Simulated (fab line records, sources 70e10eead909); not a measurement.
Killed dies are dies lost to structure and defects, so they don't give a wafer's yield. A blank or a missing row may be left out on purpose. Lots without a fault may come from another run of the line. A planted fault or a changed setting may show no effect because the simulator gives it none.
fab line records | flow nand_harc
record lots=7 wafers=19 last_day=33
route steps=1302 shown A_SOURCE_PLATE@420 A_ONON_D1@424
lots that met no fault: from a run of the same line without faults
start_h: hours from the record's first day to the start of the lot's first wafer shown | wait_h: hours since the lot's step before | " the same as in the row above | L1.1+2: a row that stands for several wafers | - no value, or no start given | * or withheld: withheld | < > ~ a bound
route shown NAME@n: a module of which the file shows steps, and the number in the route of the first | usual: mean/standard deviation of fault-free wafers | same: alike in all rows | chamber/n: place in a boat | sites: the reading at each site | _std_site: their standard deviation | _edge_site: outer sites' mean less inner sites' | radius_mm: how far each site lies from the wafer's centre | mask NAME#n: copy n | behind: the tool/chamber that last shaped the wafer | hold: why the lot was held/for how many hours/how that ended | device: the transistor (n, p or np) that didn't switch | end of line: the same wafers' tests at the end of the route | a step without rows: its recipe alone | killed: dies lost to structure and defects at the first sort, not the wafer's yield | map: a wafer's dies, x killed, . not, _ none there
set.NAME: the setting as run; set.NAME@STEP: as run at that earlier step | model.NAME: the simulator's own value behind a step, which no gauge read
lots at some steps of the route; a table a step, a row a wafer
services: from which hour (start_h, from the record's first day; less than 0 if before it) a tool's chamber was out of use, for how many hours, and why
## steps
# step NHARC_A_SOURCE_PLATE_THK_MEAS_06
# recipe thk_meas_gauge=ellipsometry
# usual thk_nm=199.8/2.1
# columns lot.wafer tool chamber start_h wait_h thk_nm
L595.1 film_metro-02 - 184.43 0.4 203.3
L595.3 " - " " 202.0
L595.5 " - " " 201.3
L596.2 film_metro-01 - 184.43 0.4 200.9
L596.5 " - " " 198.2
L596.6 " - " " 201.0
L606.1 film_metro-01 - 304.04 0.4 199.3
L606.6 " - " " 199.5
L608.1 film_metro-02 - 315.05 0.4 202.3
L608.2 " - " " 201.2
L608.6 " - " " 202.2
L609.1 film_metro-02 - 326.54 0.4 201.5
L609.6 " - " " 201.4
L610.1 film_metro-01 - 338.17 0.4 199.5
L610.3 " - " " 199.6
L610.5 " - " " 201.5
L616.1 film_metro-02 - 400.79 0.4 199.3
L616.2 " - " " 198.5
L616.6 " - " " 197.4
# step NHARC_A_SOURCE_PLATE_INSPECT_08
# usual raw_defect_count=69/37
# columns lot.wafer tool chamber start_h wait_h raw_defect_count
L595.1 defect_inspect-02 - 184.50 0.0 83
L595.3 " - " " 60
L595.5 " - " " 48
L596.2 defect_inspect-01 - 184.50 0.0 47
L596.5 " - " " 75
L596.6 " - " " 38
L606.1 defect_inspect-01 - 304.10 0.0 248
L606.6 " - " " 243
L608.1 defect_inspect-02 - 315.11 0.0 91
L608.2 " - " " 67
L608.6 " - " " 84
L609.1 defect_inspect-02 - 326.64 0.0 60
L609.6 " - " " 127
L610.1 defect_inspect-01 - 338.26 0.0 80
L610.3 " - " " 93
L610.5 " - " " 119
L616.1 defect_inspect-01 - 400.85 0.0 35
L616.2 " - " " 44
L616.6 " - " " 49
# step NHARC_A_ONON_D1_DEP_00
# recipe target_thk_a=10000 n2_flow_sccm=2750 n2o_flow_sccm=2000 nh3_flow_sccm=500 sih4_flow_sccm=210 temp_c=400
# step NHARC_A_ONON_D1_THK_MEAS_02
# recipe thk_meas_gauge=ellipsometry
# usual thk_nm=1001/10
# columns lot.wafer tool chamber start_h wait_h thk_nm
L595.1 film_metro-01 - 185.07 - 995
L595.3 " - " " 994
L595.5 " - " " 994
L596.2 film_metro-02 - 185.07 - 1000
L596.5 " - " " 998
L596.6 " - " " 999
L606.1 film_metro-02 - 304.68 - 988
L606.6 " - " " 988
L608.1 film_metro-02 - 315.71 - 1003
L608.2 " - " " 1003
L608.6 " - " " 1001
L609.1 film_metro-02 - 327.22 - 1017
L609.6 " - " " 1018
L610.1 film_metro-02 - 338.83 - 1005
L610.3 " - " " 1005
L610.5 " - " " 1003
L616.1 film_metro-01 - 401.43 - 985
L616.2 " - " " 988
L616.6 " - " " 985
# step NHARC_A_ONON_D1_DEP_03
# recipe target_thk_a=10000 n2_flow_sccm=2750 n2o_flow_sccm=2000 nh3_flow_sccm=500 sih4_flow_sccm=210 temp_c=400
# step NHARC_A_ONON_D1_THK_MEAS_05
# recipe thk_meas_gauge=ellipsometry
# usual thk_nm=1001/8.3
# columns lot.wafer tool chamber start_h wait_h thk_nm
L595.1 film_metro-01 - 185.63 - 1008
L595.3 " - " " 1006
L595.5 " - " " 1007
L596.2 film_metro-02 - 185.64 - 1008
L596.5 " - " " 1009
L596.6 " - " " 1009
L606.1 film_metro-02 - 305.25 - 1013
L606.6 " - " " 1015
L608.1 film_metro-02 - 316.28 - 993
L608.2 " - " " 994
L608.6 " - " " 994
L609.1 film_metro-01 - 327.78 - 1004
L609.6 " - " " 1001
L610.1 film_metro-02 - 339.40 - 991
L610.3 " - " " 992
L610.5 " - " " 991
L616.1 film_metro-01 - 402.00 - 995
L616.2 " - " " 995
L616.6 " - " " 994
# step NHARC_A_ONON_D1_DEP_06
# recipe target_thk_a=10000 n2_flow_sccm=2750 n2o_flow_sccm=2000 nh3_flow_sccm=500 sih4_flow_sccm=210 temp_c=400
# step NHARC_A_ONON_D1_THK_MEAS_08
# recipe thk_meas_gauge=ellipsometry
# usual thk_nm=999/11
# columns lot.wafer tool chamber start_h wait_h thk_nm
L595.1 film_metro-01 - 186.19 - 1003
L595.3 " - " " 1001
L595.5 " - " " 1002
L596.2 film_metro-01 - 186.22 - 997
L596.5 " - " " 994
L596.6 " - " " 998
L606.1 film_metro-02 - 305.81 - 1002
L606.6 " - " " 1000
L608.1 film_metro-02 - 316.84 - 1014
L608.2 " - " " 1014
L608.6 " - " " 1013
L609.1 film_metro-02 - 328.34 - 990
L609.6 " - " " 989
L610.1 film_metro-02 - 339.97 - 1021
L610.3 " - " " 1021
L610.5 " - " " 1022
L616.1 film_metro-01 - 402.57 - 1012
L616.2 " - " " 1013
L616.6 " - " " 1014
# step NHARC_A_ONON_D1_DEP_09
# recipe target_thk_a=10000 n2_flow_sccm=2750 n2o_flow_sccm=2000 nh3_flow_sccm=500 sih4_flow_sccm=210 temp_c=400
# step NHARC_A_ONON_D1_THK_MEAS_11
# recipe thk_meas_gauge=ellipsometry
# usual thk_nm=1000/9.7
# columns lot.wafer tool chamber start_h wait_h thk_nm
L595.1 film_metro-01 - 186.75 - 1008
L595.3 " - " " 1008
L595.5 " - " " 1008
L596.2 film_metro-01 - 186.79 - 1028
L596.5 " - " " 1028
L596.6 " - " " 1028
L606.1 film_metro-02 - 306.38 - 990
L606.6 " - " " 987
L608.1 film_metro-02 - 317.40 - 1003
L608.2 " - " " 1003
L608.6 " - " " 1001
L609.1 film_metro-01 - 328.90 - 999
L609.6 " - " " 999
L610.1 film_metro-01 - 340.54 - 1001
L610.3 " - " " 1000
L610.5 " - " " 1004
L616.1 film_metro-02 - 403.13 - 991
L616.2 " - " " 990
L616.6 " - " " 988
# step NHARC_A_ONON_D1_DEP_12
# recipe target_thk_a=10000 n2_flow_sccm=2750 n2o_flow_sccm=2000 nh3_flow_sccm=500 sih4_flow_sccm=210 temp_c=400
# usual susceptor_temp_C=400.00/0.21
# columns lot.wafer tool chamber start_h wait_h susceptor_temp_C
L595.1 pecvd_onon-01 0 186.81 0.1 399.95
L595.3 " 0 " " 400.02
L595.5 " 0 " " 399.89
L596.2 pecvd_onon-03 0 186.90 0.1 400.12
L596.5 " 0 " " 400.16
L596.6 " 0 " " 400.04
L606.1 pecvd_onon-01 0 306.43 0.1 399.80
L606.6 " 0 " " 399.75
L608.1 pecvd_onon-01 0 317.46 0.1 400.10
L608.2 " 0 " " 399.83
L608.6 " 0 " " 399.91
L609.1 pecvd_onon-01 0 328.96 0.1 400.02
L609.6 " 0 " " 399.85
L610.1 pecvd_onon-04 0 340.59 0.1 399.89
L610.3 " 0 " " 400.15
L610.5 " 0 " " 400.29
L616.1 pecvd_onon-03 0 403.19 0.1 399.70
L616.2 " 0 " " 399.84
L616.6 " 0 " " 399.99
# step NHARC_A_ONON_D1_THK_MEAS_14
# recipe thk_meas_gauge=ellipsometry
# usual thk_nm=1002/10
# columns lot.wafer tool chamber start_h wait_h thk_nm
L595.1 film_metro-02 - 187.32 - 999
L595.3 " - " " 997
L595.5 " - " " 998
L596.2 film_metro-01 - 187.34 - 998
L596.5 " - " " 998
L596.6 " - " " 999
L606.1 film_metro-02 - 306.95 - 1012
L606.6 " - " " 704
L608.1 film_metro-01 - 317.97 - 994
L608.2 " - " " 994
L608.6 " - " " 688
L609.1 film_metro-02 - 329.47 - 997
L609.6 " - " " 690
L610.1 film_metro-02 - 341.10 - 1017
L610.3 " - " " 1017
L610.5 " - " " 1017
L616.1 film_metro-01 - 403.70 - 997
L616.2 " - " " 995
L616.6 " - " " 996
# step NHARC_A_ONON_D1_ANNEAL_15
# recipe temp_c=750 time_s=3600
## services
# columns tool chamber start_h hours kind
pecvd_onon-03 - 227.00 13.0 pm
pecvd_onon-01 - 269.42 13.0 pm
pecvd_onon-04 - 311.00 13.0 pm
## key
first_sign step=NHARC_A_ONON_D1_THK_MEAS_14 reading=thk_nm direction=down sigmas=30 usual=1002 struck=694
effect none on later readings
met_at NHARC_A_ONON_D1_DEP_12
struck_wafers L606.6,L608.6,L609.6
later_rows_left_out L606.6,L608.6,L609.6
sort_left_out L606.6,L608.6,L609.6
tester_left_out L606,L608,L609
onset_between 186.81 306.43
fault kind=process_parameter_drift tool=pecvd_onon-01 chamber=- onset_h=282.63 steps=NHARC_A_ONON_D1_DEP_12 channel=target_thk_a offset=* shape=step end_h=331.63 scope=struck_wafers_only acts_in=* stated=*
# tester_left_out: of these lots the tester's yield and bins aren't shown, on N5 and GAA mostly nor the transistor test; their killed dies are dies lost to structure and defects alone, not to doping, threshold or leakage, so they don't give the yield
# sort_left_out: the simulated sort isn't trusted on such a fault, so these wafers' sort isn't shown, and their yield isn't known
# later_rows_left_out: the simulator's readings of these wafers behind a module that went badly wrong aren't trusted and aren't shown, but for the sort
